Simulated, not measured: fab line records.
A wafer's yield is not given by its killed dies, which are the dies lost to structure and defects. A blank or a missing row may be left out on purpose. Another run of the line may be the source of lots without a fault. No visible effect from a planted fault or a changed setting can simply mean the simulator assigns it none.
Which tool was responsible? + flow n5-finfet + 12 lots, 36 wafers sampled, at 6 steps of a route of 1938

== WHAT THE GAUGES READ, wafer by wafer ==
N5_BEOL_M2_CD_MEAS_11: the cd target is 16.79 nm.
| lot  | measured     | on        | cd-nm (nm)        |
|------|--------------|-----------|-------------------|
| L075 | day 6 18:28  | cd-sem-01 | 17.49 16.76 16.89 |
| L077 | day 7 20:06  | cd-sem-01 | 16.71 16.86 16.47 |
| L079 | day 8 07:35  | cd-sem-01 | 17.09 16.59 17.04 |
| L081 | day 8 10:59  | cd-sem-03 | 16.27 16.77 16.72 |
| L083 | day 8 15:02  | cd-sem-02 | 16.68 16.67 16.89 |
| L085 | day 9 16:45  | cd-sem-01 | 16.69 16.58 16.49 |
| L087 | day 10 05:13 | cd-sem-03 | 16.64 17.43 16.89 |
| L089 | day 10 12:14 | cd-sem-02 | 17.04 16.65 16.89 |
| L091 | day 11 00:22 | cd-sem-01 | 16.57 16.92 16.91 |
| L093 | day 11 05:05 | cd-sem-01 | 16.89 17.06 17.03 |
| L095 | day 12 02:52 | cd-sem-03 | 16.74 16.17 16.99 |
| L097 | day 12 13:31 | cd-sem-01 | 16.80 17.03 16.71 |

== WHAT TOOL EACH LOT RAN ON (gives the tool, then ch and the chambers of the sampled wafers, and finally the start) ==
| lot  | N5_BEOL_M1_ETCH_77                 | N5_BEOL_M1_SPUTTER_79        | N5_BEOL_M1_SPUTTER_86        | N5_BEOL_M1_SPUTTER_94        | N5_BEOL_M2_PECVD_72             |
|------|------------------------------------|------------------------------|------------------------------|------------------------------|---------------------------------|
| L075 | rie-diel-03 ch 0,1,3, day 6 09:11  | pvd-sputter-02, day 6 14:17  | pvd-sputter-02, day 6 14:44  | pvd-sputter-02, day 6 15:37  | pecvd-02 ch 0,1, day 6 17:09    |
| L077 | rie-diel-06 ch 1,2,3, day 6 21:11  | pvd-sputter-03, day 7 16:49  | pvd-sputter-03, day 7 17:15  | pvd-sputter-03, day 7 18:08  | pecvd-04 ch 0,1, day 7 19:34    |
| L079 | rie-diel-03 ch 1,3, day 7 16:43    | pvd-sputter-01, day 8 02:15  | pvd-sputter-01, day 8 02:44  | pvd-sputter-01, day 8 03:44  | pecvd-02 ch 0,1,2, day 8 05:13  |
| L081 | rie-diel-04 ch 1,2,3, day 7 23:04  | pvd-sputter-03, day 8 05:35  | pvd-sputter-03, day 8 06:01  | pvd-sputter-03, day 8 06:54  | pecvd-03 ch 0,1, day 8 08:47    |
| L083 | rie-diel-06 ch 1,2,3, day 8 08:57  | pvd-sputter-01, day 8 11:49  | pvd-sputter-01, day 8 12:15  | pvd-sputter-01, day 8 13:08  | pecvd-03 ch 0,1,2, day 8 14:34  |
| L085 | rie-diel-06 ch 0,1,3, day 8 22:37  | pvd-sputter-01, day 9 11:05  | pvd-sputter-01, day 9 11:31  | pvd-sputter-01, day 9 12:24  | pecvd-03 ch 0,1, day 9 13:50    |
| L087 | rie-diel-03 ch 0,2, day 9 14:34    | pvd-sputter-02, day 9 22:38  | pvd-sputter-02, day 9 23:05  | pvd-sputter-02, day 9 23:58  | pecvd-04 ch 0,1,2, day 10 01:23 |
| L089 | rie-diel-03 ch 0,2, day 10 02:09   | pvd-sputter-03, day 10 06:43 | pvd-sputter-03, day 10 07:10 | pvd-sputter-03, day 10 08:02 | pecvd-02 ch 0,2, day 10 09:28   |
| L091 | rie-diel-06 ch 0,1,2, day 10 10:13 | pvd-sputter-03, day 10 19:40 | pvd-sputter-03, day 10 20:07 | pvd-sputter-03, day 10 20:59 | pecvd-03 ch 1,2, day 10 22:47   |
| L093 | rie-diel-03 ch 1,2, day 10 20:13   | pvd-sputter-02, day 11 01:03 | pvd-sputter-02, day 11 01:29 | pvd-sputter-02, day 11 02:22 | pecvd-03 ch 0,1, day 11 03:48   |
| L095 | rie-diel-06 ch 0,3, day 11 06:25   | pvd-sputter-01, day 11 22:02 | pvd-sputter-01, day 11 22:29 | pvd-sputter-01, day 11 23:22 | pecvd-03 ch 0,1,2, day 12 00:48 |
| L097 | rie-diel-06 ch 0,1,3, day 12 04:08 | pvd-sputter-03, day 12 08:52 | pvd-sputter-03, day 12 09:19 | pvd-sputter-03, day 12 10:11 | pecvd-02 ch 0,1,2, day 12 11:38 |
- N5_BEOL_M1_ETCH_77: etches underlayer in N2/H2, target depth 6.5 nm, time 5.2 s.
- N5_BEOL_M1_SPUTTER_79: material Cu, target thk 4.5 nm, time 8.29 s.
- N5_BEOL_M1_SPUTTER_86: material Cu, target thk 4.5 nm, time 8.29 s.
- N5_BEOL_M1_SPUTTER_94: material Cu, target thk 4.5 nm, time 8.29 s.
- N5_BEOL_M2_PECVD_72: deposits SiO2 from TEOS/O2, target thk 16 nm, time 18 s.

== THE ANSWER, worked out from the rows above alone ==
Rule: the usual values come from the lots themselves. The widest of any qualifying gaps counts: lots, ordered by their means at a reading, are off when they make up no more than a third of the lots, leave a main group of 4 or more, and stand apart from it by 3 or more times the standard deviation of that group's means. A main group whose means are all the same, to the digits that the tables above print for the reading, isn't used. A lot without any number at a reading at which 4 lots or more have one is off too. Where the step has rows for the other lots, those lots are counted as sound.
No lot is off at any reading shown: from this, nothing can be told.

== WHAT THE SIMULATOR PUT IN ==
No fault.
